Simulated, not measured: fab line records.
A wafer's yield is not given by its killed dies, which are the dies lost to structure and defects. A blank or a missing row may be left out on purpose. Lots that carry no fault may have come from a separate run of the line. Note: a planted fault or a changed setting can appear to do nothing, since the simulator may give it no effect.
A lot that was struck, set against a sound lot -- flow n5_finfet -- 40 steps out of a route of 1938
Sound: wafers L546.1, L546.4. Wafers struck: L536.3, L536.4, L536.6. The cause is named last.
For every step that has rows: the tool of each side, followed by ch and its chambers, followed by its first start. Under that, the readings that differ: sound wafers -- struck wafers -- difference of the means -- sigmas: that difference in standard deviations of wafers without a fault.
alike: words and numbers the same on both sides, and readings whose means are apart by under 2 such deviations; not compared: readings that were withheld, readings missing a value for some wafer, numbers with overlapping values and no deviation given by the record, and bounds like >300 which may hide the same value.
A row with sigmas, a row that says differs or no value, or rows on one side alone: a step with any of these is where the two part. Non-overlapping numbers with no deviation appear without sigmas and do not part them. A reading missing from all wafers of one side parts the sides only when that side holds two or more wafers.

first, 11 steps without rows for these wafers: N5_STI_FIN_REVEAL_CMP_04 (polishes, stops on Si3N4, t overpolish 4 s, target thk 131.83 nm); N5_STI_FIN_REVEAL_DENSIFY_30; N5_STI_FIN_REVEAL_ETCHBACK_08 (etches SiO2 in C4F6/O2, target depth 30.5 nm, time 10.167 s); N5_STI_FIN_REVEAL_STRIP_24 (strips in N2/H2, time 90 s); N5_STI_FIN_REVEAL_PRECLEAN_25 (cleans in SPM, time 90 s); N5_STI_FIN_REVEAL_PRECLEAN_26 (cleans in SC1, time 45 s); N5_STI_FIN_REVEAL_PRECLEAN_29 (cleans in DHF, time 30 s); N5_STI_FIN_REVEAL_SRD_12 (time 30 s); N5_STI_FIN_REVEAL_RECESS_09 (chemistry HF/NH3, target SiO2, afs cycles 11, target depth 42.5 nm, sublimation time 60 s); N5_STI_FIN_REVEAL_STRIP_16 (strips SiNx in H3PO4, target depth 23.8 nm); N5_STI_FIN_REVEAL_PRECLEAN_17 (cleans in NF3:NH3, afs cycles 1, time 20 s, sublimation time 60 s).
N5_STI_FIN_REVEAL_ETCH_34: etches Si in H2, material Si, target depth 0.97 nm.
  sound on rie_si-01 ch 0,1, day 7 05:53; struck on rie_si-03 ch 0,1, day 4 19:53
  no value came back on the struck wafers for any of 6 readings (bias_w (W), chamber_pressure_mTorr (mTorr) and others); on the sound wafers bias_w (W) reads 0 0
then, 7 steps without rows for these wafers: N5_STI_FIN_REVEAL_OXIDATION_31 (chemistry O2 PLASMA REMOTE, time 20 s); N5_STI_FIN_REVEAL_PRECLEAN_32 (cleans in NF3:NH3, afs cycles 1, time 20 s, sublimation time 60 s); N5_STI_FIN_REVEAL_STRIP_35 (strips Si3N4 in H3PO4, target depth 4 nm, time 39 s); N5_STI_FIN_REVEAL_SRD_21 (time 30 s); N5_STI_FIN_REVEAL_OXIDATION_33 (chemistry O2 PLASMA REMOTE, time 20 s); N5_STI_FIN_REVEAL_CLEAN_19 (cleans in O3/DIW, time 120 s); N5_STI_FIN_REVEAL_SRD_23 (time 30 s).
N5_STI_FIN_REVEAL_CD_MEAS_22: target cd 6.238 nm, pitch 28 nm.
  struck on cd_sem-01, day 4 20:28; sound on cd_sem-01, day 7 06:28
reading,sound,struck,difference,sigmas
cd_nm (nm),6.26 6.20,8.03 8.19 8.19,+1.91,+7
then, 18 steps without rows for these wafers: N5_STI_FIN_REVEAL_PRECLEAN_18 (cleans in SC2, time 45 s); N5_STI_FIN_REVEAL_SRD_28 (time 30 s); N5_DUMMY_GATE_PRECLEAN_00 (cleans in O3/DIW, time 60 s); N5_DUMMY_GATE_SRD_01 (time 30 s); N5_DUMMY_GATE_ALD_02 (deposits SiO2, target thk 2 nm, pulse time 1 s); N5_DUMMY_GATE_CVD_03 (deposits a-Si from SiH4, target thk 150 nm, time 8042 s); N5_DUMMY_GATE_PRECLEAN_46 (cleans in DIW, time 89.5 s); N5_DUMMY_GATE_SRD_47 (dry time 32 s); N5_DUMMY_GATE_CMP_04 (polishes a-Si); N5_DUMMY_GATE_HM_DEP_06 (deposits SiNx from DCS/NH3, target thk 80 nm, time 5141 s); N5_DUMMY_GATE_PECVD_30 (deposits SiO2 from TEOS/O2, target thk 55 nm, time 10.8 s); N5_DUMMY_GATE_COAT_34 (time 60 s, resist thk 60 nm); N5_DUMMY_GATE_COAT_35 (time 60 s, resist thk 10 nm); N5_DUMMY_GATE_COAT_28 (time 60 s, resist thk 10 nm); N5_DUMMY_GATE_COAT_09 (resist thk 30 nm); N5_DUMMY_GATE_EBR_11; N5_DUMMY_GATE_SOFTBAKE_10 (time 60 s); N5_DUMMY_GATE_EXPOSE_12 (exposes mask GATE, target cd 25 nm).
-- a jump in the record: the struck wafers' starts before and after are 9 days apart (it breaks off in module DUMMY_GATE and resumes in module BEOL_M4, where the first step shown is number 1111 of the route) --
N5_BEOL_M4_RC_MEAS_101:
  sound on prober-01 ch 0, day 16 17:51; struck on prober-01 ch 0, day 13 22:16
reading,sound,struck,difference,sigmas
DIBL_N (mV/V),34.1 36.4,51.5 48.2 49.5,+14.5,+7
DIBL_P (mV/V),34.3 36.9,56.2 52.2 53.2,+18.3,+8
IOFF_N (nA/um),0.12 0.15,1.11 0.84 0.89,+0.81,+21
IOFF_N_85C (nA/um),2.3 2.8,15.6 12.4 13.2,+11.2,+18
IOFF_N_LIN (nA/um),0.058 0.069,0.482 0.384 0.399,+0.358,+26
IOFF_N_LONG (nA/um),5.57e-05 5.54e-05,9.17e-05 9.22e-05 9.14e-05,+3.62e-05,+13
IOFF_P (nA/um),0.17 0.21,1.11 0.82 0.87,+0.74,+18
IOFF_P_85C (nA/um),2.9 3.5,14.8 11.3 12.0,+9.5,+16
IOFF_P_LIN (nA/um),0.085 0.096,0.471 0.379 0.389,+0.323,+23
IOFF_P_LONG (nA/um),0.000107 0.000107,0.000153 0.000143 0.00014,+0.000038,+4
ION_N (uA/um),674 679,794 772 756,+98,+8
ION_P (uA/um),463 468,529 514 508,+52,+6
REXT_N (ohm.um),76.5 77.9,65.9 65.6 65.4,-11.6,-6
REXT_P (ohm.um),103.1 103.6,89.5 90.2 90.2,-13.4,-7
SS_N (mV/dec),69.5 70.9,74.9 73.7 74.1,+4.0,+6
SS_P (mV/dec),72.7 73.4,78.5 76.9 77.6,+4.6,+7
VT_N (mV),253 252,219 221 224,-31,-10
VT_N_LONG (mV),273.2 268.1,254.1 256.2 257.7,-14.6,-7
VT_N_LVT (mV),102 100,68 70 70,-32,-10
VT_P (mV),-252 -251,-227 -229 -232,+22,+7
VT_P_LONG (mV),-273.3 -275.7,-262.0 -262.7 -262.6,+12.1,+4
VT_P_LVT (mV),-102.0 -99.4,-76.1 -80.4 -79.3,+22.1,+8
-- the record jumps here: 4 days lie between the struck wafers' starts before and after (it left off in module BEOL_M4 and takes up again in module PASSIVATION, whose first step shown is number 1936 of the route) --
N5_PASSIVATION_PROBE_49:
  struck on prober-02, day 18 00:14; sound on prober-01, day 21 00:20
reading,sound,struck,difference,sigmas
sort_bin_4_leakage (%),0 0,90.93 90.34 91.10,+90.79,+99 or more
sort_n_pass,1074 1088,0 0 0,-1081,-64
sort_yield_pct (%),91.0 92.2,0 0 0,-92,-65
  alike: defect_limited_yield, killed_at_M0_to_M3, killed_at_M4_up, killed_at_contacts, killed_at_front_end, killed_at_other, killed_dies, killed_open, killed_short, sort_bin_5_function, sort_bin_6_memory

WHERE THEY PART
First at N5_STI_FIN_REVEAL_ETCH_34; last, within this record, at N5_PASSIVATION_PROBE_49.

WHY: what the simulator had put in
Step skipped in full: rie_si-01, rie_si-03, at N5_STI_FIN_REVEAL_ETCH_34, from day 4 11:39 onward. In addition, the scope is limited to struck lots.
